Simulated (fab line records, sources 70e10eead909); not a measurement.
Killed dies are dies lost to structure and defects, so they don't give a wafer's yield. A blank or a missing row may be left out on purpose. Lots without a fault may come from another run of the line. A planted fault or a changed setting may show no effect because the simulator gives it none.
Chamber matching | flow nand_harc | NHARC_A_STAIRCASE_DEP_151 on pecvd-01: 3 sister chambers
The step deposits SiO2, target thk 7200 nm. 6 wafers are shown with their chamber, then 9 later ones without.

WAFERS WITH THEIR CHAMBER
wafer  | chamber | heater_power_w (W)
L077.6 | 2       | 480
L079.1 | 2       | 564
L078.2 | 1       | 746
L089.1 | 0       | 614
L089.3 | 1       | 654
L089.4 | 0       | 552

WAFERS WITHOUT THEIR CHAMBER
wafer  | heater_power_w (W)
L088.4 | 542
L088.5 | 508
L088.6 | 633
L090.2 | 754
L090.3 | 582
L090.6 | 508
L097.2 | 657
L097.4 | 560
L097.5 | 505

WHICH CHAMBER EACH WENT THROUGH
wafer  | from the rows above          | in truth
L088.4 | can't be placed: 2 or 0      | 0
L088.5 | can't be placed: 2 or 0      | 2
L088.6 | can't be placed: 0 or 1 or 2 | 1
L090.2 | 1                            | 1
L090.3 | can't be placed: 0 or 2      | 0
L090.6 | can't be placed: 2 or 0      | 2
L097.2 | can't be placed: 1 or 0 or 2 | 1
L097.4 | can't be placed: 0 or 2      | 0
L097.5 | can't be placed: 2 or 0      | 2
Placed correctly: 1 of 9. Can't be placed from these rows: 8 (the true chamber is among the candidates in 8). Placed wrongly: 0.
How it was worked out, from the rows above alone: a wafer's distance from a chamber is the root of the sum, over the readings, of the square of ((its reading less the chamber's mean) divided by the reading's scatter). The wafer belongs to the nearest chamber; if the next one is less than 2 further off, it can't be placed. A chamber's mean is the mean of its shown wafers. The scatter: the root of (the sum of the squares of (reading less its chamber's mean) over the shown wafers, divided by (wafers less chambers)).
